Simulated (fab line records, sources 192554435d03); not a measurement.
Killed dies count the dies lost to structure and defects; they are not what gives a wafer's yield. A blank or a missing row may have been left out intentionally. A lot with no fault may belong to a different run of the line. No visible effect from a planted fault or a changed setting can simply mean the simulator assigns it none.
Chamber matching :: flow n5 finfet :: rie diel-05 running N5_BEOL_M9_ETCH_66: 4 sister chambers
The step etches SOC in N2/H2, target depth 80 nm, overetch 16 nm, time 120 s. 14 wafers are shown with their chamber, then 7 later ones without.

EACH WAFER AND ITS CHAMBER
wafer: L075.3
chamber: 2
showerhead plenum p Torr (Torr): 2.67
drypump motor current A (A): 6.8
throttle valve pct (%): 17.45

wafer: L075.5
chamber: 2
showerhead plenum p Torr (Torr): 2.67
drypump motor current A (A): 6.8
throttle valve pct (%): 17.44

wafer: L075.6
chamber: 3
showerhead plenum p Torr (Torr): 2.61
drypump motor current A (A): 5.8
throttle valve pct (%): 17.43

wafer: L078.1
chamber: 1
showerhead plenum p Torr (Torr): 2.69
drypump motor current A (A): 6.1
throttle valve pct (%): 17.62

wafer: L078.3
chamber: 0
showerhead plenum p Torr (Torr): 2.34
drypump motor current A (A): 5.6
throttle valve pct (%): 17.79

wafer: L078.6
chamber: 1
showerhead plenum p Torr (Torr): 2.69
drypump motor current A (A): 6.0
throttle valve pct (%): 17.60

wafer: L083.4
chamber: 2
showerhead plenum p Torr (Torr): 2.66
drypump motor current A (A): 6.7
throttle valve pct (%): 17.46

wafer: L083.5
chamber: 1
showerhead plenum p Torr (Torr): 2.69
drypump motor current A (A): 6.1
throttle valve pct (%): 17.61

wafer: L083.6
chamber: 0
showerhead plenum p Torr (Torr): 2.34
drypump motor current A (A): 5.6
throttle valve pct (%): 17.79

wafer: L086.1
chamber: 1
showerhead plenum p Torr (Torr): 2.69
drypump motor current A (A): 6.1
throttle valve pct (%): 17.62

wafer: L086.2
chamber: 0
showerhead plenum p Torr (Torr): 2.34
drypump motor current A (A): 5.6
throttle valve pct (%): 17.81

wafer: L086.4
chamber: 2
showerhead plenum p Torr (Torr): 2.66
drypump motor current A (A): 6.7
throttle valve pct (%): 17.49

wafer: L091.1
chamber: 2
showerhead plenum p Torr (Torr): 2.66
drypump motor current A (A): 6.8
throttle valve pct (%): 17.49

wafer: L091.3
chamber: 0
showerhead plenum p Torr (Torr): 2.33
drypump motor current A (A): 5.6
throttle valve pct (%): 17.80

SIGNATURES (averages over the wafers above)
reading: showerhead plenum p Torr
chamber 0: 2.3375
chamber 1: 2.6900
chamber 2: 2.6640
chamber 3: 2.6100
scatter within a chamber: 0.00442

reading: drypump motor current A
chamber 0: 5.600
chamber 1: 6.075
chamber 2: 6.760
chamber 3: 5.800
scatter within a chamber: 0.0442

reading: throttle valve pct
chamber 0: 17.7975
chamber 1: 17.6125
chamber 2: 17.4660
chamber 3: 17.4300
scatter within a chamber: 0.0163
Rule: for a wafer and a chamber, the distance is found by dividing, reading by reading, the gap between the wafer's reading and the chamber's mean by the reading's scatter, squaring, summing and taking the root. The wafer belongs to the nearest chamber; if the next one is less than 2 further off, it can't be placed. The scatter: the root of (the sum of the squares of (reading less its chamber's mean) over the shown wafers, divided by (wafers less chambers)).

WAFERS MISSING THEIR CHAMBER
wafer: L091.4
showerhead plenum p Torr (Torr): 2.59
drypump motor current A (A): 5.8
throttle valve pct (%): 17.48

wafer: L095.1
showerhead plenum p Torr (Torr): 2.68
drypump motor current A (A): 6.1
throttle valve pct (%): 17.66

wafer: L095.2
showerhead plenum p Torr (Torr): 2.65
drypump motor current A (A): 6.7
throttle valve pct (%): 17.51

wafer: L095.4
showerhead plenum p Torr (Torr): 2.65
drypump motor current A (A): 6.8
throttle valve pct (%): 17.53

wafer: L097.2
showerhead plenum p Torr (Torr): 2.59
drypump motor current A (A): 5.8
throttle valve pct (%): 17.07

wafer: L097.3
showerhead plenum p Torr (Torr): 2.33
drypump motor current A (A): 5.6
throttle valve pct (%): 17.84

wafer: L097.6
showerhead plenum p Torr (Torr): 2.33
drypump motor current A (A): 5.6
throttle valve pct (%): 17.81

CHAMBER TAKEN BY EACH
wafer: L091.4
from the rows above: 3
in truth: 3

wafer: L095.1
from the rows above: 1
in truth: 1

wafer: L095.2
from the rows above: 2
in truth: 2

wafer: L095.4
from the rows above: 2
in truth: 2

wafer: L097.2
from the rows above: 3
in truth: 3

wafer: L097.3
from the rows above: 0
in truth: 0

wafer: L097.6
from the rows above: 0
in truth: 0
Correct placement for 7 of the 7. Not placeable from these rows: 0. 0 placed wrongly.
